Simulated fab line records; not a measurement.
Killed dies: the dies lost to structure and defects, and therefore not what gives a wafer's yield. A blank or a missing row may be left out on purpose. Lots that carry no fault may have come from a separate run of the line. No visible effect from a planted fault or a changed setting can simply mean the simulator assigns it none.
Chamber matching | flow n5_finfet | ald_sin-02 running N5_FIN_SAQP_ALD_61: 4 sister chambers
The step deposits SiO2, target thk 4 nm, pulse time 1 s, purge time 2 s. 4 wafers are shown with their chamber, then 7 later ones without.

== WAFERS, EACH WITH ITS CHAMBER ==
wafer  | chamber | heater_power_w (W)
L076.3 | 2       | 498
L076.4 | 3       | 435
L085.3 | 0       | 496
L085.4 | 1       | 458

== WAFERS WITHOUT THEIR CHAMBER ==
wafer  | heater_power_w (W)
L085.6 | 484
L093.1 | 493
L093.2 | 499
L093.3 | 468
L093.4 | 428
L093.5 | 496
L093.6 | 439

== EACH ONE'S CHAMBER ==
wafer  | from the rows above     | in truth
L085.6 | can't be placed: 0 or 2 | 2
L093.1 | can't be placed: 0 or 2 | 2
L093.2 | can't be placed: 2 or 0 | 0
L093.3 | 1                       | 1
L093.4 | 3                       | 3
L093.5 | can't be placed: 0 or 2 | 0
L093.6 | 3                       | 3
Placed correctly: 3 of 7. Can't be placed from these rows: 4 (the true chamber is among the candidates in 4). 0 placed wrongly.
How it was worked out, from the rows above alone: a wafer's distance from a chamber is the root of the sum, over the readings, of the square of ((its reading less the chamber's mean) divided by the reading's scatter). The wafer belongs to the nearest chamber; if the next one is less than 2 further off, it can't be placed. A chamber's mean is the mean of its shown wafers. The scatter (one wafer shown for each chamber): square how far every hidden wafer sits from the nearest shown wafer, average those squares and take the square root.
